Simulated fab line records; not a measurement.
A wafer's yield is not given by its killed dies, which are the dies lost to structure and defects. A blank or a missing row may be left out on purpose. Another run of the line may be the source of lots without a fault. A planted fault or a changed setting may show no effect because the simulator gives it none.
A struck lot beside a sound one | flow n5_finfet | 37 out of 1938 route steps
Sound: wafers L872.1, L872.3, L872.5. Struck: wafer L888.4 (L888.1, L888.6, from the same lot, were not struck and are left out); the cause is given at the end.
Per side, at each step with rows, come the tool, then ch with its chambers, and then its first start. Under that, the readings that differ: sound wafers | struck wafers | difference of the means | sigmas: that difference in standard deviations of wafers without a fault.
alike: same words and numbers on both sides, and readings whose means sit less than 2 such deviations apart. not compared: any withheld reading, any reading some wafer has no value for, any bound like >300 that may hide the same value, and any number with overlapping values for which the record gives no deviation.
Wherever a step has rows on one side only, a row that says differs or no value, or a row with sigmas, the two part there. Non-overlapping numbers with no deviation appear without sigmas and do not part them. A reading that every wafer of one side lacks parts them only if that side has two wafers or more.

first, 9 steps without rows for these wafers: N5_HKMG_FIN_SOFTBAKE_44 (time 60 s); N5_HKMG_FIN_EXPOSE_46 (exposes mask NDIPOLE); N5_HKMG_FIN_PEB_47 (peb time 60 s); N5_HKMG_FIN_DEVELOP_48 (develop time 30 s); N5_HKMG_FIN_DESCUM_53 (chemistry O2, time 7.9 s); N5_HKMG_FIN_ETCH_54 (etches SiARC in CF4, target depth 45.5 nm, time 75.8 s); N5_HKMG_FIN_ETCH_55 (etches SOC in N2/H2, target depth 240 nm, time 300 s); N5_HKMG_FIN_STRIP_56 (strips in N2/H2); N5_HKMG_FIN_STRIP_57 (strips in CF4).
N5_HKMG_FIN_ETCH_58: etches SOC in N2/H2, target depth 215.8 nm, time 741 s.
  sound on rie_diel-03 ch 1,2, day 4 11:07; struck on rie_diel-03 ch 0, day 8 12:59
  reading                                   | sound             | struck | difference | sigmas
  rf_vpp_V (V)                              | 98.3 98.9 98.6    | 100.9  | +2.3       | +2
  run_length_s (s)                          | 765.0 763.9 764.6 | 432.1  | -332.4     | -99 or more
  model.SOC_of_HKMG_FIN_COAT_41.thk_nm (nm) | 82.8 92.2 82.6    | 179    | +93        |
  model.etch.depth_nm (nm)                  | 215.7 206.2 216.3 | 118.9  | -93.8      |
  model.HKMG_FIN.feature_depth_nm (nm)      | 215.8 206.2 216.2 | 119    | -94        |
  alike: drypump_motor_current_A, oes_product_au, showerhead_plenum_p_Torr, throttle_valve_pct
  not compared: rf_hours_counter_h
N5_HKMG_FIN_STRIP_93: strips SOC in N2/H2, time 20 s.
  sound on rie_diel-03 ch 1,2, day 4 11:32; struck on rie_diel-03 ch 0, day 8 13:25
  reading                                   | sound          | struck | difference | sigmas
  model.SOC_of_HKMG_FIN_COAT_41.thk_nm (nm) | 72.2 82.2 72.2 | 168.4  | +92.9      |
  alike: drypump_motor_current_A, oes_product_au, rf_vpp_V, showerhead_plenum_p_Torr, throttle_valve_pct
  not compared: rf_hours_counter_h
then, 24 steps without rows for these wafers: N5_HKMG_FIN_WET_ETCH_76 (etches Al2O3 in dNH4OH, stops on La2O3, target depth 2.25 nm, rinse time 30 s); N5_HKMG_FIN_STRIP_60 (strips in N2/H2, time 360 s); N5_HKMG_FIN_WET_ETCH_77 (etches La2O3 in dHCl, stops on HfO2, target depth 2 nm); N5_HKMG_FIN_WET_ETCH_78 (etches Al2O3 in dNH4OH, stops on La2O3, target depth 4.5 nm, rinse time 30 s); N5_HKMG_FIN_ALD_79 (deposits TiN, target thk 1.5 nm, pulse time 1 s, purge time 3 s); N5_HKMG_FIN_CVD_62 (deposits a-Si from Si2H6, target thk 3 nm, time 20.8 s); N5_HKMG_FIN_RTA_80 (time 2 s); N5_HKMG_FIN_PRECLEAN_64 (cleans in dHF, time 30 s); N5_HKMG_FIN_WET_ETCH_65 (etches a-Si in TMAH, stops on TiN, time 49 s, target depth 3 nm); N5_HKMG_FIN_WET_ETCH_81 (etches TiN in SC1, stops on HfO2, time 57 s, target depth 6 nm); N5_HKMG_FIN_WET_ETCH_82 (etches La2O3 in dHCl, stops on HfO2, target depth 2 nm, rinse time 30 s); N5_HKMG_FIN_ALD_36 (deposits TiN, target thk 1 nm, pulse time 1 s, purge time 3 s); N5_HKMG_FIN_PWFM_ALD_03 (deposits TiN, target thk 2 nm, pulse time 1 s, purge time 3 s); N5_HKMG_FIN_COAT_29 (time 60 s, resist thk 300 nm); N5_HKMG_FIN_COAT_30 (time 60 s, resist thk 35 nm); N5_HKMG_FIN_COAT_06 (resist thk 90 nm); N5_HKMG_FIN_EBR_08; N5_HKMG_FIN_SOFTBAKE_07 (time 60 s); N5_HKMG_FIN_EXPOSE_09 (exposes mask NWFM); N5_HKMG_FIN_PEB_10 (peb time 60 s); N5_HKMG_FIN_DEVELOP_11 (develop time 30 s); N5_HKMG_FIN_DESCUM_17 (chemistry O2, time 7.9 s); N5_HKMG_FIN_ETCH_31 (etches SiARC in CF4, target depth 45.5 nm, time 75.8 s); N5_HKMG_FIN_ETCH_32 (etches SOC in N2/H2, target depth 240 nm, time 300 s).
-- record jumps: 7 days separate the struck wafers' starts on either side; left off in module HKMG_FIN, taken up again in module BEOL_M4, whose first shown step is the route's number 1111 --
N5_BEOL_M4_RC_MEAS_101:
  sound on prober-01 ch 0, day 12 02:20; struck on prober-02 ch 0, day 15 19:31
  reading             | sound                      | struck   | difference | sigmas
  IOFF_N (nA/um)      | 0.13 0.25 0.14             | 39.44    | +39.27     | +99 or more
  IOFF_N_85C (nA/um)  | 2.7 4.5 2.9                | 310.2    | +306.8     | +99 or more
  IOFF_N_LIN (nA/um)  | 0.062 0.101 0.067          | 18.339   | +18.262    | +99 or more
  IOFF_N_LONG (nA/um) | 5.75e-05 5.48e-05 5.57e-05 | 0.010458 | +0.010402  | +99 or more
  ION_N (uA/um)       | 664 681 657                | 969      | +302       | +22
  ION_P (uA/um)       | 457 466 453                | 476      | +17        | +2
  VT_N (mV)           | 252 246 251                | 94       | -156       | -41
  VT_N_LONG (mV)      | 272.5 276.1 273.6          | 124.4    | -149.7     | -75
  VT_P_LVT (mV)       | -102 -95 -100              | -181     | -82        | -27
  alike: DIBL_N, DIBL_P, IOFF_P, SS_N, SS_P, VT_P
-- record jumps: 6 days separate the struck wafers' starts on either side; left off in module BEOL_M4, taken up again in module PASSIVATION, whose first shown step is the route's number 1936 --
N5_PASSIVATION_PROBE_49:
  sound: prober-02 at day 16 11:00; struck: prober-02 at day 21 11:40
  reading                  | sound | struck | difference | sigmas
  defect_limited_yield (%) | 93.7  | 89.4   | -4.3       | -3
  killed_at_contacts       | 2     | 15     | +13        | +2
  killed_at_front_end      | 23    | 68     | +45        | +4
  killed_dies              | 74    | 125    | +51        | +3
  killed_open              | 47    | 86     | +39        | +3
  killed_short             | 20    | 36     | +16        | +2
  sort_bin_4_leakage (%)   | 0     | 89.41  | +89.41     | +99 or more
  sort_bin_5_function (%)  | 3.3   | 6.6    | +3.3       | +3
  sort_n_pass              | 1106  | 0      | -1106      | -55
  sort_yield_pct (%)       | 93.7  | 0      | -94        | -55
  alike: killed_at_M0_to_M3, killed_at_M4_up, killed_at_other, sort_bin_6_memory

## WHERE THEY PART
Last at N5_PASSIVATION_PROBE_49 as far as this record goes, first at N5_HKMG_FIN_ETCH_58.

WHY: whatever the simulator had introduced
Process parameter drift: rie_diel-03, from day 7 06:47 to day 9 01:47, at N5_HKMG_FIN_ETCH_58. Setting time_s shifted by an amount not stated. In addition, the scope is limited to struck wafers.
